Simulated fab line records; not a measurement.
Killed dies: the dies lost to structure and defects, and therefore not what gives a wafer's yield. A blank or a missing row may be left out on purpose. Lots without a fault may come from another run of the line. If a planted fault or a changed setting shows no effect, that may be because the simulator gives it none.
Chamber matching + flow n5 finfet + 4 sister chambers for N5_PMOS_HMC_CHANNEL_EPI_HM_OPEN_15 on rie diel-01
The step chemistry CHF3/O2, target SiO2, target depth 40.6 nm, time 20.3 s. 30 wafers are shown with their chamber, then 12 later ones without.

## WAFERS PAIRED WITH THEIR CHAMBERS
| wafer  | chamber | showerhead plenum p Torr (Torr) | drypump motor current A (A) | rf vpp V (V) |
|--------|---------|---------------------------------|-----------------------------|--------------|
| L077.3 | 1       | 2.31                            | 4.9                         | 531          |
| L077.4 | 0       | 2.45                            | 5.6                         | 524          |
| L077.6 | 2       | 2.43                            | 5.2                         | 532          |
| L079.1 | 1       | 2.31                            | 4.9                         | 531          |
| L079.2 | 3       | 2.38                            | 6.5                         | 514          |
| L079.4 | 0       | 2.45                            | 5.6                         | 523          |
| L082.1 | 1       | 2.31                            | 4.9                         | 531          |
| L082.2 | 3       | 2.38                            | 6.4                         | 512          |
| L082.6 | 3       | 2.38                            | 6.4                         | 513          |
| L083.1 | 0       | 2.45                            | 5.6                         | 524          |
| L083.2 | 3       | 2.38                            | 6.4                         | 510          |
| L083.3 | 1       | 2.31                            | 4.9                         | 531          |
| L083.4 | 2       | 2.43                            | 5.2                         | 531          |
| L083.5 | 2       | 2.43                            | 5.2                         | 531          |
| L083.6 | 1       | 2.31                            | 4.9                         | 530          |
| L084.1 | 3       | 2.38                            | 6.4                         | 512          |
| L084.2 | 0       | 2.45                            | 5.6                         | 524          |
| L084.3 | 1       | 2.31                            | 4.8                         | 532          |
| L084.4 | 2       | 2.43                            | 5.2                         | 531          |
| L084.5 | 3       | 2.38                            | 6.4                         | 511          |
| L084.6 | 0       | 2.45                            | 5.6                         | 523          |
| L085.2 | 3       | 2.38                            | 6.4                         | 512          |
| L085.4 | 0       | 2.44                            | 5.6                         | 522          |
| L085.5 | 1       | 2.31                            | 4.9                         | 531          |
| L087.3 | 0       | 2.44                            | 5.6                         | 524          |
| L087.4 | 1       | 2.31                            | 4.9                         | 530          |
| L087.6 | 1       | 2.31                            | 4.9                         | 531          |
| L088.2 | 0       | 2.44                            | 5.6                         | 523          |
| L088.5 | 3       | 2.38                            | 6.4                         | 512          |
| L088.6 | 2       | 2.43                            | 5.2                         | 532          |

SIGNATURES (averages over the wafers above)
| reading                  | chamber 0 | chamber 1 | chamber 2 | chamber 3 | scatter within a chamber |
|--------------------------|-----------|-----------|-----------|-----------|--------------------------|
| showerhead plenum p Torr | 2.4463    | 2.3100    | 2.4300    | 2.3800    | 0.00269                  |
| drypump motor current A  | 5.600     | 4.889     | 5.200     | 6.413     | 0.026                    |
| rf vpp V                 | 523.38    | 530.89    | 531.40    | 512.00    | 0.831                    |
Rule: a wafer's distance from a chamber is the root of the sum, over the readings, of the square of ((its reading less the chamber's mean) divided by the reading's scatter). If the next closest chamber is less than 2 further off than the closest, the wafer can't be placed; otherwise it belongs to the closest. The scatter: take each reading less its chamber's mean, square it, sum over the shown wafers, divide by the number of wafers less the number of chambers, and take the root.

## WAFERS WHOSE CHAMBER IS MISSING
| wafer  | showerhead plenum p Torr (Torr) | drypump motor current A (A) | rf vpp V (V) |
|--------|---------------------------------|-----------------------------|--------------|
| L090.1 | 2.31                            | 4.9                         | 531          |
| L090.3 | 2.37                            | 6.5                         | 512          |
| L090.5 | 2.30                            | 4.9                         | 530          |
| L093.2 | 2.37                            | 6.4                         | 511          |
| L093.5 | 2.30                            | 4.9                         | 530          |
| L093.6 | 2.44                            | 5.6                         | 523          |
| L094.1 | 2.42                            | 5.2                         | 533          |
| L094.2 | 2.44                            | 5.6                         | 522          |
| L094.3 | 2.37                            | 6.5                         | 511          |
| L094.4 | 2.44                            | 5.6                         | 523          |
| L094.5 | 2.37                            | 6.5                         | 510          |
| L094.6 | 2.42                            | 5.2                         | 530          |

## WHICH CHAMBER EACH WENT THROUGH
| wafer  | from the rows above | in truth |
|--------|---------------------|----------|
| L090.1 | 1                   | 1        |
| L090.3 | 3                   | 3        |
| L090.5 | 1                   | 1        |
| L093.2 | 3                   | 3        |
| L093.5 | 1                   | 1        |
| L093.6 | 0                   | 0        |
| L094.1 | 2                   | 2        |
| L094.2 | 0                   | 0        |
| L094.3 | 3                   | 3        |
| L094.4 | 0                   | 0        |
| L094.5 | 3                   | 3        |
| L094.6 | 2                   | 2        |
12 of 12 placed correctly. Not placeable from these rows: 0. Placed wrongly: 0.
